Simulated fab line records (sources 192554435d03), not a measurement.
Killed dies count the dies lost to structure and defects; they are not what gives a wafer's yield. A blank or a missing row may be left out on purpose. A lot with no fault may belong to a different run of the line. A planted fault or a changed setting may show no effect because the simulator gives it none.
Matching of chambers ; flow n5_finfet ; N5_BEOL_M13_VIA_ETCH_16 on rie_diel-03: 4 sister chambers
The step etches SiOC in C4F8/O2/Ar, target depth 921.7 nm. 20 wafers are shown with their chamber, then 10 later ones without.

## EACH WAFER AND ITS CHAMBER
wafer;chamber;throttle_valve_pct (%);drypump_motor_current_A (A);oes_product_au (a.u.)
L075.3;2;24.16;6.0;0.64
L075.4;2;24.15;6.0;0.64
L075.6;1;24.30;6.0;0.66
L074.1;1;24.30;5.9;0.66
L074.4;1;24.31;5.9;0.65
L074.5;0;23.84;5.3;0.64
L079.2;0;23.85;5.3;0.64
L079.3;3;24.02;5.8;0.79
L079.5;3;24.04;5.7;0.79
L082.2;1;24.30;5.9;0.65
L082.3;0;23.86;5.3;0.63
L082.5;2;24.17;6.0;0.63
L085.2;3;24.05;5.7;0.77
L085.3;2;24.19;6.0;0.62
L085.4;0;23.86;5.2;0.63
L087.2;2;24.19;6.0;0.62
L087.4;3;24.06;5.7;0.78
L087.5;2;24.19;6.0;0.62
L091.1;0;23.89;5.3;0.62
L091.2;3;24.06;5.7;0.76

SIGNATURES, as means of the wafers listed above
reading;chamber 0;chamber 1;chamber 2;chamber 3;scatter within a chamber
throttle_valve_pct;23.8600;24.3025;24.1750;24.0460;0.0161
drypump_motor_current_A;5.280;5.925;6.000;5.720;0.0383
oes_product_au;0.6320;0.6550;0.6283;0.7780;0.00982
Rule: distance of a wafer from a chamber = root of the sum over the readings of ((wafer's reading minus chamber's mean) / reading's scatter) squared. The wafer belongs to the nearest chamber; if the next one is less than 2 further off, it can't be placed. The scatter is the square root of a quotient: the sum, over the shown wafers, of each reading's squared deviation from its chamber's mean, divided by wafers minus chambers.

## WAFERS WITHOUT THEIR CHAMBER
wafer;throttle_valve_pct (%);drypump_motor_current_A (A);oes_product_au (a.u.)
L091.4;24.19;6.0;0.62
L092.2;24.34;5.9;0.64
L092.4;23.87;5.3;0.62
L092.5;23.87;5.3;0.62
L094.1;24.32;5.9;0.63
L094.2;24.08;5.7;0.75
L094.3;23.87;5.3;0.62
L097.4;24.08;5.7;0.75
L097.5;23.90;5.3;0.62
L097.6;23.90;6.0;0.86

## THE CHAMBER EACH PASSED THROUGH
wafer;from the rows above;in truth
L091.4;2;2
L092.2;1;1
L092.4;0;0
L092.5;0;0
L094.1;1;1
L094.2;3;3
L094.3;0;0
L097.4;3;3
L097.5;0;0
L097.6;3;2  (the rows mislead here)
Placed correctly: 9 of 10. Number that these rows cannot place: 0. Wrongly placed: 1.
